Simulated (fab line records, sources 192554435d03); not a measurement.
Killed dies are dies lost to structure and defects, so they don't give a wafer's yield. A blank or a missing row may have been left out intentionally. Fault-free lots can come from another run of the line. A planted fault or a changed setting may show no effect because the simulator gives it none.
fab line records	flow n5-finfet
record lots=7	wafers=21
route steps=1938 shown WELL_APT@24 PMOS_HMC_CHANNEL_EPI@57 FIN_SAQP@125 FIN_CUT@176 DUMMY_GATE@248
start-h: hours from the record's first day to the start of the lot's first wafer shown	wait-h: how many hours have passed since the lot's step before this one	" repeats the value in the row above	L1.1+2: a single row standing in for several wafers	- value missing, or start not given	* or withheld: withheld	< > ~ a bound
route shown NAME@n: a module of which the file shows steps, and the number in the route of the first	usual: mean and standard deviation over wafers with no fault	same: alike in all rows	chamber/n: place in a boat	sites: the reading at each site	_std_site: their standard deviation	_edge_site: inner sites' mean taken away from outer sites' mean	radius-mm: how far each site lies from the wafer's centre	mask NAME#n: copy n	behind: the last tool/chamber to shape the wafer	hold: reason for holding the lot/hours on hold/outcome of the hold	device: names the non-switching transistor (n, p or np)	end of line: tests run on the same wafers once the route is complete	where a step has no rows: the recipe by itself	killed: the dies lost at the first sort to structure and to defects; this is not the yield of the wafer	map: shows each die of a wafer: x if killed, . if not, _ if none is there
set.NAME: setting as actually run; set.NAME@STEP: the setting as run at that earlier step	model.NAME: the simulator's own value behind a step, which no gauge read
lots where settings were altered on purpose, with a table for each step and a row for each wafer
## steps
# step N5_WELL_APT_EXPOSE_05
# recipe mask-id=NWELL	na=0.8	source-shape=conventional	sigma-outer=0.8	polarization=unpolarized	defocus-nm=0	target-cd-nm=200	dose-mj=20.3
lot.wafer	tool	chamber	start-h	wait-h	mask	set.dose-mj
L078.2+5	krf-scanner-02	0	37.65	-	NWELL#0	20.3
L078.4	"	0	"	"	NWELL#0	18.94
L080.2+6	krf-scanner-02	0	49.65	-	NWELL#0	20.3
L080.3	"	0	"	"	NWELL#0	21.66
L083.2+5	krf-scanner-02	0	67.70	-	NWELL#0	20.3
L083.4	"	0	"	"	NWELL#0	19.51
L085.1+6	krf-scanner-02	0	79.51	-	NWELL#0	20.3
L085.4	"	0	"	"	NWELL#0	21.17
L086.4+6	krf-scanner-02	0	85.61	-	NWELL#0	18.94
L086.5	"	0	"	"	NWELL#0	20.3
L091.3+4+6	krf-scanner-01	0	115.77	-	NWELL#0	20.3
L095.1+2+3	krf-scanner-01	0	139.39	-	NWELL#0	20.3
# step N5_WELL_APT_PEB_06
# recipe peb-temp-c=130	peb-time-s=90
lot.wafer	tool	chamber	start-h	wait-h	set.peb-time-s
L078.2+4+5	litho-track-02	0	37.70	0.0	90
L080.2+3+6	litho-track-02	0	49.70	0.0	90
L083.2+4+5	litho-track-02	0	67.75	0.0	90
L085.1+6	litho-track-04	0	79.57	0.1	90
L085.4	"	0	"	"	100.8
L086.4+6	litho-track-03	0	85.65	0.0	108.5
L086.5	"	0	"	"	90
L091.3	litho-track-04	0	115.82	0.0	90
L091.4+6	"	0	"	"	74.79
L095.1+2+3	litho-track-04	0	139.45	0.1	90
# step N5_WELL_APT_DEVELOP_07
# recipe develop-time-s=45	rinse-liquid=surfactant-rinse	dry=air-spin	dev-temp-c=21
# step N5_WELL_APT_HARDBAKE_12
# recipe temp-c=130	time-s=120
# step N5_WELL_APT_CD_MEAS_08
# recipe target-cd-nm=200	landing-energy-ev=500	detector=se-inlens
# usual cd-nm=200.3/2
lot.wafer	tool	chamber	start-h	wait-h	set.dose-mj@WELL_APT_EXPOSE_05	cd-nm
L078.2	cd-sem-01	0	37.82	-	20.3	198.7
L078.4	"	0	"	"	18.94	188.4
L078.5	"	0	"	"	20.3	198.6
L080.2	cd-sem-02	0	49.81	-	20.3	199.8
L080.3	"	0	"	"	21.66	210.0
L080.6	"	0	"	"	20.3	199.9
L083.2	cd-sem-03	0	67.87	-	20.3	198.3
L083.4	"	0	"	"	19.51	190.4
L083.5	"	0	"	"	20.3	197.3
L085.1	cd-sem-01	0	79.68	-	20.3	202.6
L085.4	"	0	"	"	21.17	211.4
L085.6	"	0	"	"	20.3	203.2
L086.4	cd-sem-03	0	85.76	-	18.94	192.5
L086.5	"	0	"	"	20.3	198.7
L086.6	"	0	"	"	18.94	195.7
L091.3	cd-sem-02	0	115.93	-	20.3	203.9
L091.4	"	0	"	"	20.3	196.8
L091.6	"	0	"	"	20.3	197.6
L095.1	cd-sem-02	0	139.56	-	20.3	197.5
L095.2	"	0	"	"	20.3	200.5
L095.3	"	0	"	"	20.3	197.0
# step N5_WELL_APT_DESCUM_13
# recipe chemistry=O2	time-s=7.9	source-power-w=50	bias-power-w=20	pressure-mtorr=20	rf-frequency-hz=2.712e+07	temp-c=40	o2-flow-sccm=225
lot.wafer	tool	chamber	start-h	wait-h	set.dose-mj@WELL_APT_EXPOSE_05	model.WELL_APT.cd-nm
L078.2	rie-diel-06	3	38.32	0.4	20.3	199
L078.4	"	3	"	"	18.94	188.8
L078.5	"	2	"	"	20.3	198.7
L080.2	rie-diel-03	2	49.91	0.0	20.3	199.8
L080.3	"	1	"	"	21.66	210.2
L080.6	"	0	"	"	20.3	199.9
L083.2	rie-diel-02	0	68.19	0.3	20.3	198.2
L083.4	"	3	"	"	19.51	190.5
L083.5	"	0	"	"	20.3	197.5
L085.1+6	rie-diel-02	1,3	79.77	0.0	20.3	202.9
L085.4	"	2	"	"	21.17	211.6
L086.4	rie-diel-06	2	86.38	0.6	18.94	192.2
L086.5	"	2	"	"	20.3	198.9
L086.6	"	1	"	"	18.94	195.7
L091.3	rie-diel-03	2	116.02	0.0	20.3	204.3
L091.4	"	0	"	"	20.3	196.5
L091.6	"	2	"	"	20.3	197.8
L095.1	rie-diel-02	0	139.71	0.1	20.3	197.1
L095.2	"	1	"	"	20.3	200.7
L095.3	"	2	"	"	20.3	196.8
# step N5_PMOS_HMC_CHANNEL_EPI_HM_DEP_34
# recipe material=SiO2	target-thk-a=360	temp-c=400	precursor=TEOS/O2	pressure-torr=6.5	rf-w=900	teos-flow-sccm=161.4	gas=O2	flow-sccm=2650	time-s=6.9
lot.wafer	tool	chamber	start-h	wait-h	set.time-s	model.SiO2_of_PMOS_HMC_CHANNEL_EPI_HM_DEP_34.thk-nm
L078.2	pecvd-02	0	41.25	0.0	7.562	38.6
L078.4	"	1	"	"	7.562	39.51
L078.5	"	2	"	"	6.9	35.75
L080.2	pecvd-03	0	52.93	0.0	5.983	31.57
L080.3	"	1	"	"	6.9	35.51
L080.6	"	0	"	"	6.9	36.31
L083.2	pecvd-03	2	71.36	0.0	6.9	35.97
L083.4	"	2	"	"	7.571	39.66
L083.5	"	0	"	"	7.571	40.45
L085.1	pecvd-03	2	82.58	0.0	6.9	35.35
L085.4	"	2	"	"	6.9	35.97
L085.6	"	0	"	"	6.9	36.66
L086.4	pecvd-02	2	89.44	0.0	7.384	38.05
L086.5	"	0	"	"	7.384	38.52
L086.6	"	1	"	"	7.384	38.59
L091.3	pecvd-02	2	119.20	0.0	7.338	37.08
L091.4	"	1	"	"	6.9	36.14
L091.6	"	2	"	"	6.9	35.46
L095.1	pecvd-03	1	142.65	0.0	6.9	35.46
L095.2	"	0	"	"	6.9	35.73
L095.3	"	2	"	"	6.9	35.25
# step N5_PMOS_HMC_CHANNEL_EPI_PEB_07
# recipe peb-temp-c=110	peb-time-s=60	resist=CAR-ArF-block
lot.wafer	tool	chamber	start-h	wait-h	set.peb-time-s
L078.2	litho-track-01	0	41.59	0.0	50.76
L078.4+5	"	0	"	"	60
L080.2+3	litho-track-01	0	53.27	0.0	60
L080.6	"	0	"	"	49.77
L083.2+5	litho-track-01	0	71.72	0.0	55.12
L083.4	"	0	"	"	60
L085.1	litho-track-05	0	82.92	0.1	60
L085.4+6	"	0	"	"	70.3
L086.4+6	litho-track-05	0	89.64	0.0	70.78
L086.5	"	0	"	"	60
L091.3+4+6	litho-track-05	0	119.54	0.0	60
L095.1+2+3	litho-track-02	0	142.99	0.1	60
# step N5_PMOS_HMC_CHANNEL_EPI_DEVELOP_08
# recipe develop-time-s=30	developer=TMAH	resist=CAR-ArF-block	dev-temp-c=23	rinse-liquid=diw	dry=air-spin
# step N5_PMOS_HMC_CHANNEL_EPI_CD_MEAS_09
# recipe target-cd-nm=237.4	landing-energy-ev=500	detector=se-inlens
# usual cd-nm=237.3/1.1
lot.wafer	tool	chamber	start-h	wait-h	set.peb-time-s@PMOS_HMC_CHANNEL_EPI_PEB_07	cd-nm
L078.2	cd-sem-01	0	41.65	-	50.76	231.7
L078.4	"	0	"	"	60	237.3
L078.5	"	0	"	"	60	238.2
L080.2	cd-sem-02	0	53.34	-	60	235.4
L080.3	"	0	"	"	60	236.7
L080.6	"	0	"	"	49.77	229.2
L083.2	cd-sem-03	0	71.78	-	55.12	233.7
L083.4	"	0	"	"	60	237.1
L083.5	"	0	"	"	55.12	234.4
L085.1	cd-sem-01	0	82.98	-	60	236.5
L085.4	"	0	"	"	70.3	241.0
L085.6	"	0	"	"	70.3	243.5
L086.4	cd-sem-02	0	89.71	-	70.78	242.9
L086.5	"	0	"	"	60	236.5
L086.6	"	0	"	"	70.78	242.2
L091.3	cd-sem-02	0	119.60	-	60	236.3
L091.4	"	0	"	"	60	237.6
L091.6	"	0	"	"	60	236.5
L095.1	cd-sem-01	0	143.05	-	60	235.7
L095.2	"	0	"	"	60	237.4
L095.3	"	0	"	"	60	235.7
# step N5_PMOS_HMC_CHANNEL_EPI_DESCUM_14
# recipe chemistry=O2	time-s=7.9	source-power-w=50	bias-power-w=20	pressure-mtorr=20	rf-frequency-hz=2.712e+07	temp-c=40	resist=CAR-ArF-block	o2-flow-sccm=225
lot.wafer	tool	chamber	start-h	wait-h	set.peb-time-s@PMOS_HMC_CHANNEL_EPI_PEB_07	model.PMOS_HMC_CHANNEL_EPI.cd-nm
L078.2	rie-diel-05	3	41.74	0.0	50.76	231.6
L078.4	"	2	"	"	60	237.5
L078.5	"	2	"	"	60	237.8
L080.2	rie-diel-05	3	53.42	0.0	60	235.6
L080.3	"	2	"	"	60	236.7
L080.6	"	2	"	"	49.77	229.2
L083.2	rie-diel-01	2	71.89	0.1	55.12	233.3
L083.4	"	0	"	"	60	237.3
L083.5	"	2	"	"	55.12	234.4
L085.1	rie-diel-01	3	83.07	0.0	60	236.7
L085.4	"	1	"	"	70.3	241.3
L085.6	"	2	"	"	70.3	243.2
L086.4	rie-diel-04	0	89.79	0.0	70.78	243.2
L086.5	"	1	"	"	60	236.6
L086.6	"	2	"	"	70.78	242.6
L091.3+6	rie-diel-01	1,0	119.71	0.0	60	236.4
L091.4	"	0	"	"	60	237.6
L095.1	rie-diel-05	0	143.29	0.2	60	236
L095.2	"	3	"	"	60	237.5
L095.3	"	2	"	"	60	235.9
# step N5_PMOS_HMC_CHANNEL_EPI_ETCH_32
# recipe chemistry=N2/H2	target=BARC	stop-on=SiO2	target-depth-a=858	over-etch-frac=0.3	time-s=50.3	ion-energy-ev=200	mask-material=CAR-ArF-block	pressure-mtorr=30	source-w=840	bias-w=150	n2-flow-sccm=200	h2-flow-sccm=200
lot.wafer	tool	chamber	start-h	wait-h	set.peb-time-s@PMOS_HMC_CHANNEL_EPI_PEB_07	model.PMOS_HMC_CHANNEL_EPI.cd-nm
L078.2	rie-diel-05	3	41.78	0.0	50.76	233.8
L078.4	"	2	"	"	60	239.6
L078.5	"	2	"	"	60	239.7
L080.2	rie-diel-05	3	53.46	0.0	60	238.7
L080.3	"	2	"	"	60	240.1
L080.6	"	2	"	"	49.77	232.3
L083.2	rie-diel-01	2	71.93	0.0	55.12	235.8
L083.4	"	0	"	"	60	239.7
L083.5	"	2	"	"	55.12	236.9
L085.1	rie-diel-01	3	83.11	0.0	60	238.9
L085.4	"	1	"	"	70.3	243.9
L085.6	"	2	"	"	70.3	245.6
L086.4	rie-diel-04	0	89.83	0.0	70.78	245.5
L086.5	"	1	"	"	60	239.9
L086.6	"	2	"	"	70.78	244.5
L091.3	rie-diel-01	1	119.76	0.0	60	240
L091.4	"	0	"	"	60	240.1
L091.6	"	0	"	"	60	239
L095.1	rie-diel-05	0	143.33	0.0	60	239.3
L095.2	"	3	"	"	60	240.2
L095.3	"	2	"	"	60	238.5
# step N5_PMOS_HMC_CHANNEL_EPI_HM_OPEN_15
# recipe chemistry=CHF3/O2	target=SiO2	mask-material=CAR-ArF-block	target-depth-a=406	CHF3_flow_sccm=50	O2_flow_sccm=5	Ar_flow_sccm=200	time-s=20.3	pressure-mtorr=30	source-w=650	bias-w=170	ion-energy-ev=200
# step N5_PMOS_HMC_CHANNEL_EPI_STRIP_33
# recipe chemistry=N2/H2	power-w=500	temp-c=40	pressure-mtorr=50	rf-frequency-hz=6e+07	overash-fraction=0.3	bias-power-w=8	h2-frac=0.5	n2-flow-sccm=300	h2-flow-sccm=300
# step N5_PMOS_HMC_CHANNEL_EPI_STRIP_17
# recipe chemistry=SPM	time-s=750	temp-c=130	h2so4-h2o2-vol-ratio=4	dry=ipa-marangoni
# step N5_PMOS_HMC_CHANNEL_EPI_ETCH_38
# recipe chemistry=CF4	target=SiO2	target-depth-a=15	ion-energy-ev=350	pressure-mtorr=10	icp-w=800	bias-w=400	cf4-flow-sccm=80
# step N5_PMOS_HMC_CHANNEL_EPI_FIN_RECESS_16
# recipe chemistry=HBr/Cl2	target=Si	mask-material=SiO2	target-depth-a=540	time-s=18	pressure-mtorr=10	icp-w=800	bias-w=75	HBr_flow_sccm=150	Cl2_flow_sccm=80
lot.wafer	tool	chamber	start-h	wait-h	set.time-s@PMOS_HMC_CHANNEL_EPI_HM_DEP_34	model.SiO2_of_PMOS_HMC_CHANNEL_EPI_HM_DEP_34.thk-nm
L078.2	rie-si-03	3	42.20	0.0	7.562	32.91
L078.4	"	0	"	"	7.562	33.99
L078.5	"	2	"	"	6.9	30.19
L080.2	rie-si-01	0	53.88	0.0	5.983	26.1
L080.3	"	3	"	"	6.9	29.75
L080.6	"	0	"	"	6.9	30.84
L083.2	rie-si-01	0	72.35	0.0	6.9	30.46
L083.4	"	2	"	"	7.571	33.9
L083.5	"	1	"	"	7.571	34.76
L085.1	rie-si-03	3	83.53	0.0	6.9	29.52
L085.4	"	2	"	"	6.9	30.43
L085.6	"	2	"	"	6.9	31.16
L086.4	rie-si-03	0	90.25	0.0	7.384	32.47
L086.5	"	3	"	"	7.384	32.75
L086.6	"	2	"	"	7.384	33.04
L091.3	rie-si-03	2	120.23	0.0	7.338	31.5
L091.4	"	1	"	"	6.9	30.57
L091.6	"	3	"	"	6.9	29.78
L095.1	rie-si-01	3	143.76	0.0	6.9	29.74
L095.2	"	2	"	"	6.9	30.01
L095.3	"	1	"	"	6.9	29.65
# step N5_FIN_SAQP_SPACER1_ALD_24
# recipe material=SiO2	target-thk-a=203	temp-c=300	ald-precursor-family=BDEAS	ald-co-reactant=O2-plasma	pulse-time-s=1	purge-time-s=2	co-reactant-purge-time-s=2	ald-cycles=218	pressure-torr=2
lot.wafer	tool	chamber	start-h	wait-h	set.ald-cycles	model.SiO2_of_FIN_SAQP_SPACER1_ALD_24.thk-nm
L078.2	ald-sin-04	2	47.02	0.3	246	23
L078.4	"	1	"	"	218	20.2
L078.5	"	2	"	"	246	22.8
L080.2	ald-sin-02	1	59.74	0.3	218	20.2
L080.3	"	0	"	"	240	22.2
L080.6	"	0	"	"	218	20.4
L083.2	ald-sin-04	0	77.29	0.3	218	20.2
L083.4	"	2	"	"	218	20.4
L083.5	"	0	"	"	205	19
L085.1	ald-sin-03	2	89.88	0.6	218	20.2
L085.4	"	3	"	"	218	20.4
L085.6	"	0	"	"	229	21.4
L086.4	ald-sin-03	2	97.72	2.0	218	20.2
L086.5	"	0	"	"	227	21.2
L086.6	"	3	"	"	227	21
L091.3+6	ald-sin-04	2,0	125.26	0.1	246	22.8
L091.4	"	0	"	"	218	20.2
L095.1+2+3	ald-sin-04	0,2,1	148.79	0.5	218	20.4
# step N5_FIN_SAQP_SPACER1_ETCHBACK_25
# recipe chemistry=CHF3/O2	mode=anisotropic-etchback	target=SiO2	target-depth-a=244	time-s=12.2	pressure-mtorr=30	source-w=650	bias-w=170	Ar_flow_sccm=200	CHF3_flow_sccm=50	O2_flow_sccm=5	ion-energy-ev=200
# step N5_FIN_SAQP_MANDREL1_REMOVE_56
# recipe chemistry=HBr/Cl2/O2	bt-time-s=10	target=a-Si	stop-on=SiNx	endpoint=OES-SiCl	over-etch-frac=1	icp-w=600	bias-w=22	HBr_flow_sccm=150	Cl2_flow_sccm=80	O2_flow_sccm=5	pressure-mtorr=10
lot.wafer	tool	chamber	start-h	wait-h	set.ald-cycles@FIN_SAQP_SPACER1_ALD_24	model.FIN_SAQP.cd-nm
L078.2	rie-si-02	3	47.82	0.1	246	23
L078.4	"	1	"	"	218	20.4
L078.5	"	2	"	"	246	22.8
L080.2	rie-si-02	3	60.55	0.1	218	20.2
L080.3	"	1	"	"	240	22.4
L080.6	"	3	"	"	218	20.4
L083.2	rie-si-04	0	78.10	0.1	218	20.2
L083.4	"	3	"	"	218	20.6
L083.5	"	1	"	"	205	19
L085.1	rie-si-06	3	91.02	0.1	218	20.4
L085.4	"	1	"	"	218	20.2
L085.6	"	3	"	"	229	21.4
L086.4	rie-si-02	1	98.36	0.0	218	20.2
L086.5	"	3	"	"	227	21.2
L086.6	"	2	"	"	227	20.8
L091.3+6	rie-si-06	2,1	126.06	0.1	246	22.8
L091.4	"	0	"	"	218	20.2
L095.1+2+3	rie-si-06	0,1,3	149.69	0.1	218	20.4
# step N5_FIN_SAQP_CD_MEAS_27
# recipe target-cd-nm=20	landing-energy-ev=1000	detector=se-inlens	polarity=line
# usual cd-nm=20.29/0.24
lot.wafer	tool	chamber	start-h	wait-h	set.ald-cycles@FIN_SAQP_SPACER1_ALD_24	cd-nm
L078.2	cd-sem-01	0	47.93	0.1	246	22.65
L078.4	"	0	"	"	218	20.37
L078.5	"	0	"	"	246	22.43
L080.2	cd-sem-02	0	60.66	0.1	218	20.55
L080.3	"	0	"	"	240	22.31
L080.6	"	0	"	"	218	20.68
L083.2	cd-sem-02	0	78.21	0.1	218	20.15
L083.4	"	0	"	"	218	20.21
L083.5	"	0	"	"	205	18.64
L085.1	cd-sem-02	0	91.13	0.1	218	20.52
L085.4	"	0	"	"	218	20.32
L085.6	"	0	"	"	229	21.16
L086.4	cd-sem-01	0	98.48	0.1	218	19.95
L086.5	"	0	"	"	227	21.41
L086.6	"	0	"	"	227	20.73
L091.3	cd-sem-01	0	126.18	0.1	246	23.04
L091.4	"	0	"	"	218	20.03
L091.6	"	0	"	"	246	22.94
L095.1	cd-sem-01	0	149.80	0.1	218	20.38
L095.2	"	0	"	"	218	20.26
L095.3	"	0	"	"	218	20.41
# step N5_FIN_SAQP_ETCH_65
# recipe chemistry=CF4	target=SiO2	target-depth-a=40	ion-energy-ev=350	time-s=4.4	pressure-mtorr=10	icp-w=800	bias-w=400	cf4-flow-sccm=80
lot.wafer	tool	chamber	start-h	wait-h	set.time-s	model.etch.depth-nm
L078.2	rie-si-06	3	48.09	0.1	4.036	3.683
L078.4	"	1	"	"	4.036	3.74
L078.5	"	3	"	"	4.4	4.044
L080.2	rie-si-02	2	60.94	0.1	4.109	3.761
L080.3	"	3	"	"	4.109	3.827
L080.6	"	0	"	"	4.4	3.975
L083.2	rie-si-02	3	78.36	0.1	4.4	4.096
L083.4	"	0	"	"	4.4	3.943
L083.5	"	1	"	"	4.4	4.073
L085.1	rie-si-02	3	91.40	0.1	4.115	3.865
L085.4	"	0	"	"	4.115	3.753
L085.6	"	2	"	"	4.4	4.043
L086.4	rie-si-06	1	98.65	0.0	4.4	4.116
L086.5	"	2	"	"	3.866	3.5
L086.6	"	1	"	"	3.866	3.64
L091.3	rie-si-02	1	126.59	0.1	3.541	3.26
L091.4	"	2	"	"	3.541	3.219
L091.6	"	2	"	"	3.541	3.227
L095.1	rie-si-02	3	149.96	0.1	4.4	4.157
L095.2	"	1	"	"	4.4	4.12
L095.3	"	2	"	"	4.4	4.04
# step N5_FIN_CUT_CUT_ETCH_15
# recipe chemistry=HBr/Cl2/O2	target=Si	target-depth-a=1000	bt-time-s=10	mask-material=SOC	time-s=42.4	ion-energy-ev=*	bias-w=*	pressure-mtorr=10	icp-w=800	HBr_flow_sccm=150	Cl2_flow_sccm=80	O2_flow_sccm=12
lot.wafer	tool	chamber	start-h	wait-h	set.time-s	model.etch.depth-nm	model.FIN_CUT.feature-depth-nm	model.SOC_of_FIN_CUT_COAT_18.thk-nm
L078.2	rie-si-03	2	51.24	0.1	37.5	87.49	87.4	175.8
L078.4	"	0	"	"	42.4	99.92	100	171.4
L078.5	"	0	"	"	42.4	100.2	100.2	171.2
L080.2	rie-si-05	2	63.97	0.1	33.47	80.52	80.6	177.2
L080.3	"	1	"	"	42.4	101.3	101.4	168.4
L080.6	"	2	"	"	33.47	80.42	80.4	176
L083.2	rie-si-03	2	81.52	0.1	42.4	98.39	98.4	170
L083.4	"	1	"	"	47.92	111.6	111.6	165.2
L083.5	"	1	"	"	47.92	110.7	110.6	165.8
L085.1	rie-si-03	1	95.02	0.1	50.25	119.4	119.4	163.2
L085.4	"	2	"	"	50.25	119	119	163.4
L085.6	"	0	"	"	50.25	120.1	120	162.2
L086.4	rie-si-01	0	101.93	0.0	42.4	96.98	97	169.8
L086.5	"	1	"	"	35.12	84.29	84.2	175
L086.6	"	0	"	"	42.4	96.5	96.4	172
L091.3	rie-si-05	0	130.09	0.0	42.4	100.3	100.2	171.4
L091.4	"	2	"	"	48.76	116.6	116.6	165.2
L091.6	"	2	"	"	42.4	102.2	102.2	170.6
L095.1	rie-si-05	1	153.26	0.1	42.4	100.6	100.6	171.2
L095.2	"	0	"	"	42.4	98.84	98.8	172.6
L095.3	"	2	"	"	42.4	101.2	101.2	170.4
# step N5_DUMMY_GATE_ETCH_44
# recipe chemistry=HBr/O2	over-etch-frac=0.7	target-depth-a=1275	stop-on=SiO2	ion-energy-ev=60	bias-w=20	target=poly-Si	mask-material=SiO2	pressure-mtorr=20	icp-w=400	HBr_flow_sccm=120	O2_flow_sccm=10
# usual oes-product-au=0.729/0.01
lot.wafer	tool	chamber	start-h	wait-h	set.target-depth-a	oes-product-au
L078.2	rie-si-03	3	72.08	0.0	1275	0.733
L078.4	"	0	"	"	1190	0.760
L078.5	"	2	"	"	1190	0.767
L080.2	rie-si-03	0	83.12	0.0	1275	0.731
L080.3	"	3	"	"	1275	0.729
L080.6	"	3	"	"	1186	0.757
L083.2	rie-si-05	3	100.44	0.0	1333	0.706
L083.4	"	1	"	"	1275	0.728
L083.5	"	1	"	"	1275	0.722
L085.1	rie-si-03	1	115.09	0.0	1275	0.728
L085.4	"	3	"	"	1275	0.731
L085.6	"	2	"	"	1275	0.754
L086.4	rie-si-05	3	123.18	0.0	1121	0.789
L086.5	"	1	"	"	1121	0.786
L086.6	"	0	"	"	1275	0.722
L091.3	rie-si-01	2	150.84	0.0	1275	0.734
L091.4	"	0	"	"	1236	0.730
L091.6	"	3	"	"	1236	0.752
L095.1	rie-si-05	0	171.95	0.0	1275	0.723
L095.2	"	1	"	"	1275	0.739
L095.3	"	2	"	"	1275	0.720
## key
split step=N5_WELL_APT_EXPOSE_05	setting=dose-mj	stated=20.3	by=wafer
response step=N5_WELL_APT_CD_MEAS_08	reading=cd-nm	change=+1.38	per=1%	r=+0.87
response step=N5_WELL_APT_DESCUM_13	reading=model.WELL_APT.cd-nm	change=+1.4	per=1%	r=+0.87
split step=N5_WELL_APT_PEB_06	setting=peb-time-s	stated=90	by=wafer
response none clear
split step=N5_PMOS_HMC_CHANNEL_EPI_HM_DEP_34	setting=time-s	stated=6.9	by=wafer
response step=N5_PMOS_HMC_CHANNEL_EPI_HM_DEP_34	reading=model.SiO2_of_PMOS_HMC_CHANNEL_EPI_HM_DEP_34.thk-nm	change=+0.34	per=1%	r=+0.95
response step=N5_PMOS_HMC_CHANNEL_EPI_FIN_RECESS_16	reading=model.SiO2_of_PMOS_HMC_CHANNEL_EPI_HM_DEP_34.thk-nm	change=+0.33	per=1%	r=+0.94
split step=N5_PMOS_HMC_CHANNEL_EPI_PEB_07	setting=peb-time-s	stated=60	by=wafer
response step=N5_PMOS_HMC_CHANNEL_EPI_CD_MEAS_09	reading=cd-nm	change=+0.366	per=1%	r=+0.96
response step=N5_PMOS_HMC_CHANNEL_EPI_DESCUM_14	reading=model.PMOS_HMC_CHANNEL_EPI.cd-nm	change=+0.37	per=1%	r=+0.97
response step=N5_PMOS_HMC_CHANNEL_EPI_ETCH_32	reading=model.PMOS_HMC_CHANNEL_EPI.cd-nm	change=+0.355	per=1%	r=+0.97
split step=N5_FIN_SAQP_SPACER1_ALD_24	setting=ald-cycles	stated=218	by=wafer
response step=N5_FIN_SAQP_SPACER1_ALD_24	reading=model.SiO2_of_FIN_SAQP_SPACER1_ALD_24.thk-nm	change=+0.205	per=1%	r=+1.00
response step=N5_FIN_SAQP_MANDREL1_REMOVE_56	reading=model.FIN_SAQP.cd-nm	change=+0.204	per=1%	r=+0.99
response step=N5_FIN_SAQP_CD_MEAS_27	reading=cd-nm	change=+0.197	per=1%	r=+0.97
split step=N5_FIN_SAQP_ETCH_65	setting=time-s	stated=4.4	by=wafer
response step=N5_FIN_SAQP_ETCH_65	reading=model.etch.depth-nm	change=+0.0401	per=1%	r=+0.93
split step=N5_FIN_CUT_CUT_ETCH_15	setting=time-s	stated=42.4	by=wafer
response step=N5_FIN_CUT_CUT_ETCH_15	reading=model.etch.depth-nm	change=+0.945	per=1%	r=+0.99
response step=N5_FIN_CUT_CUT_ETCH_15	reading=model.FIN_CUT.feature-depth-nm	change=+0.946	per=1%	r=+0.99
response step=N5_FIN_CUT_CUT_ETCH_15	reading=model.SOC_of_FIN_CUT_COAT_18.thk-nm	change=-0.348	per=1%	r=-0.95
split step=N5_DUMMY_GATE_ETCH_44	setting=target-depth-a	stated=1275	by=wafer
response step=N5_DUMMY_GATE_ETCH_44	reading=oes-product-au	change=-0.00482	per=1%	r=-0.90
